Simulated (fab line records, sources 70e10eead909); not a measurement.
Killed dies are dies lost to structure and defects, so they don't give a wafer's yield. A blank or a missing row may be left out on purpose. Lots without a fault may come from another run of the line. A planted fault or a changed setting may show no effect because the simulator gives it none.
A struck lot beside a sound one | flow nand_harc | 39 steps out of a route of 1302
Sound: wafers L463.1, L463.2, L463.3. Struck: wafer L481.6. (L481.2 of the same lot was not struck and is left out.) The cause comes at the end.
At each step with rows: each side's tool, then ch and its chambers, then its first start. Under that, the readings that differ: sound wafers | struck wafers | difference of the means | sigmas: that difference in standard deviations of wafers without a fault.
alike: readings whose means differ by less than 2 such deviations, and words and numbers that are the same on both sides. not compared: withheld readings, readings that some wafer has no value for, bounds like >300 that may hide the same value, and numbers for which the record gives no deviation and whose values overlap.
The two part at a step that has a row with sigmas, a row that says differs or no value, or rows on one side only. Numbers that don't overlap but have no deviation are shown without sigmas and don't part them. A reading that every wafer of one side lacks parts them only if that side has two wafers or more.

first, 10 steps without rows for these wafers: NHARC_A_CHANNEL_HOLE_D1_DEP_00 (deposits aC, target thk 3100 nm); NHARC_A_CHANNEL_HOLE_D1_DEP_01 (deposits SiON, target thk 140 nm); NHARC_A_CHANNEL_HOLE_D1_DEHYDRATE_02 (time 120 s); NHARC_A_CHANNEL_HOLE_D1_HMDS_03 (time 30 s); NHARC_A_CHANNEL_HOLE_D1_COAT_36 (time 75 s); NHARC_A_CHANNEL_HOLE_D1_COAT_37 (time 65 s); NHARC_A_CHANNEL_HOLE_D1_COAT_04 (resist thk 90 nm); NHARC_A_CHANNEL_HOLE_D1_SOFTBAKE_05 (time 55 s); NHARC_A_CHANNEL_HOLE_D1_EBR_06; NHARC_A_CHANNEL_HOLE_D1_EXPOSE_07 (exposes mask HOLE D1, target cd 100 nm).
NHARC_A_CHANNEL_HOLE_D1_PEB_08: peb time 65 s.
  sound on litho_track-06 ch 0, day 9 05:50; struck on litho_track-06 ch 0, day 16 11:02
  alike: heater_power_total_W
then, 1 step without rows for these wafers: NHARC_A_CHANNEL_HOLE_D1_DEVELOP_09 (develop time 35 s).
NHARC_A_CHANNEL_HOLE_D1_CD_MEAS_10: target cd 100 nm.
  sound on cd_sem-02 ch 0, day 9 05:55; struck on cd_sem-01 ch 0, day 16 11:07
  reading    | sound            | struck | difference | sigmas
  cd_nm (nm) | 100.2 100.3 99.9 | 116.0  | +15.9      | +39
NHARC_A_CHANNEL_HOLE_D1_DESCUM_15: chemistry O2, time 3 s.
  sound on rie_diel-07 ch 1,2,3, day 9 06:07; struck on rie_diel-12 ch 0, day 16 11:19
  reading                            | sound             | struck | difference | sigmas
  model.A_CHANNEL_HOLE_D1.cd_nm (nm) | 100.3 100.9 100.1 | 115.9  | +15.5      |
  alike: drypump_motor_current_A, oes_product_au, rf_vpp_V, showerhead_plenum_p_Torr, throttle_valve_pct
  not compared: rf_hours_counter_h
then, 4 steps without rows for these wafers: NHARC_A_CHANNEL_HOLE_D1_ETCH_38 (etches the open film in CF4, target depth 39 nm, time 65 s); NHARC_A_CHANNEL_HOLE_D1_ETCH_39 (etches the open film in N2/H2, target depth 260 nm, time 325 s); NHARC_A_CHANNEL_HOLE_D1_ETCH_34 (etches the open film in CF4/CHF3, target depth 154 nm, time 77 s); NHARC_A_CHANNEL_HOLE_D1_ETCH_16 (etches the open film in O2/COS, target depth 3100 nm, time 806 s).
NHARC_A_CHANNEL_HOLE_D1_CD_MEAS_18:
  sound on cd_sem-01, day 9 07:13; struck on cd_sem-02, day 16 12:24
  reading    | sound            | struck | difference | sigmas
  cd_nm (nm) | 101.8 100.7 98.4 | 113.7  | +13.4      | +10
then, 12 steps without rows for these wafers: NHARC_A_CHANNEL_HOLE_D1_ETCH_19 (etches the open film in C4F8/O2/Ar, time 34.5 s); NHARC_A_CHANNEL_HOLE_D1_ETCH_20 (etches the open film in C4F8/O2/Ar, time 361.9 s, target depth 1600 nm); NHARC_A_CHANNEL_HOLE_D1_ETCH_21 (etches the open film in C4F8/O2/Ar, time 514.3 s, target depth 1600 nm); NHARC_A_CHANNEL_HOLE_D1_ETCH_22 (etches the open film in C4F8/O2/Ar, time 666.7 s, target depth 1600 nm); NHARC_A_CHANNEL_HOLE_D1_ETCH_23 (etches the open film in C4F8/O2/Ar, time 819 s, target depth 1600 nm); NHARC_A_CHANNEL_HOLE_D1_ETCH_24 (etches the open film in C4F8/O2/Ar, time 906.2 s, target depth 1500 nm); NHARC_A_CHANNEL_HOLE_D1_ETCH_25 (etches the open film in C4F8/O2/Ar, time 1040.2 s, target depth 1500 nm); NHARC_A_CHANNEL_HOLE_D1_ETCH_26 (etches the open film in C4F8/O2/Ar, time 224.1 s, target depth 300 nm); NHARC_A_CHANNEL_HOLE_D1_ETCH_33 (etches the open film in C4F8/O2/Ar, time 90 s, target depth 400 nm); NHARC_A_CHANNEL_HOLE_D1_STRIP_41 (strips in N2/H2); NHARC_A_CHANNEL_HOLE_D1_STRIP_42 (strips in CF4/CHF3); NHARC_A_CHANNEL_HOLE_D1_STRIP_43 (strips in O2/COS).
NHARC_A_CHANNEL_HOLE_D1_ETCH_44: etches the open film in CF4/O2, target depth 140 nm, overetch 14 nm, time 77 s.
  sound on rie_diel-12 ch 1,2,3, day 9 14:23; struck on rie_diel-08 ch 0, day 16 17:26
  reading                            | sound             | struck | difference | sigmas
  drypump_motor_current_A (A)        | 6.5 5.7 6.3       | 5.3    | -0.9       | -2
  showerhead_plenum_p_Torr (Torr)    | 1.35 1.31 1.25    | 1.42   | +0.12      | +2
  model.A_CHANNEL_HOLE_D1.cd_nm (nm) | 90.38 90.88 90.67 | 106.3  | +15.7      |
  alike: oes_product_au, rf_vpp_V, throttle_valve_pct
  not compared: rf_hours_counter_h
then, 3 steps without rows for these wafers: NHARC_A_CHANNEL_HOLE_D1_STRIP_27 (strips in O2); NHARC_A_CHANNEL_HOLE_D1_PRECLEAN_28 (cleans in SC1); NHARC_A_CHANNEL_HOLE_D1_SRD_29.
NHARC_A_CHANNEL_HOLE_D1_CD_MEAS_30:
  sound on cd_sem-03, day 9 15:11; struck on cd_sem-02, day 16 18:14
  reading    | sound          | struck | difference | sigmas
  cd_nm (nm) | 90.9 91.1 90.5 | 106.3  | +15.5      | +18
NHARC_A_CHANNEL_HOLE_D1_XSEM_31:
  sound on xsem-02 ch 0, day 9 15:17; struck on xsem-02 ch 0, day 16 18:19
  reading        | sound          | struck | difference | sigmas
  bot_cd_nm (nm) | 76.2 77.0 75.7 | 90.4   | +14.1      | +14
  alike: bow_nm, tilt_deg
-- the record jumps here: 16 days lie between the struck wafers' starts before and after (it left off in module A_CHANNEL_HOLE_D1 and takes up again in module END, whose first step shown is number 1301 of the route) --
NHARC_END_WLT_00:
  sound on prober-02, day 24 15:19; struck on prober-01, day 32 18:43
  reading                           | sound             | struck | difference | sigmas
  VT_DECK1_BOTTOM                   | 0.879 0.872 0.879 | 0.901  | +0.024     | +4
  VT_DECK1_BOTTOM_INNER             | 0.877 0.876 0.871 | 0.902  | +0.027     | +5
  VT_DECK1_MEDIAN_NEAR_BOTTOM       | 0.882 0.883 0.877 | 0.905  | +0.024     | +4
  VT_DECK1_MEDIAN_NEAR_BOTTOM_INNER | 0.871 0.878 0.871 | 0.906  | +0.033     | +5
  VT_DECK1_MIDDLE                   | 0.886 0.880 0.893 | 0.909  | +0.023     | +4
  VT_DECK1_MIDDLE_INNER             | 0.890 0.887 0.890 | 0.917  | +0.028     | +5
  VT_DECK1_TOP                      | 0.905 0.902 0.896 | 0.922  | +0.021     | +3
  VT_DECK1_TOP_INNER                | 0.898 0.901 0.902 | 0.922  | +0.022     | +4
  alike: VT_DECK2_BOTTOM, VT_DECK2_BOTTOM_INNER, VT_DECK2_MEDIAN_NEAR_BOTTOM, VT_DECK2_MEDIAN_NEAR_BOTTOM_INNER, VT_DECK2_MIDDLE, VT_DECK2_MIDDLE_INNER, VT_DECK2_TOP, VT_DECK2_TOP_INNER
then, 1 step without rows for these wafers: NHARC_END_SORT_01.

WHERE THEY PART
First at NHARC_A_CHANNEL_HOLE_D1_CD_MEAS_10; last, within this record, at NHARC_END_WLT_00.

WHY: what the simulator had put in
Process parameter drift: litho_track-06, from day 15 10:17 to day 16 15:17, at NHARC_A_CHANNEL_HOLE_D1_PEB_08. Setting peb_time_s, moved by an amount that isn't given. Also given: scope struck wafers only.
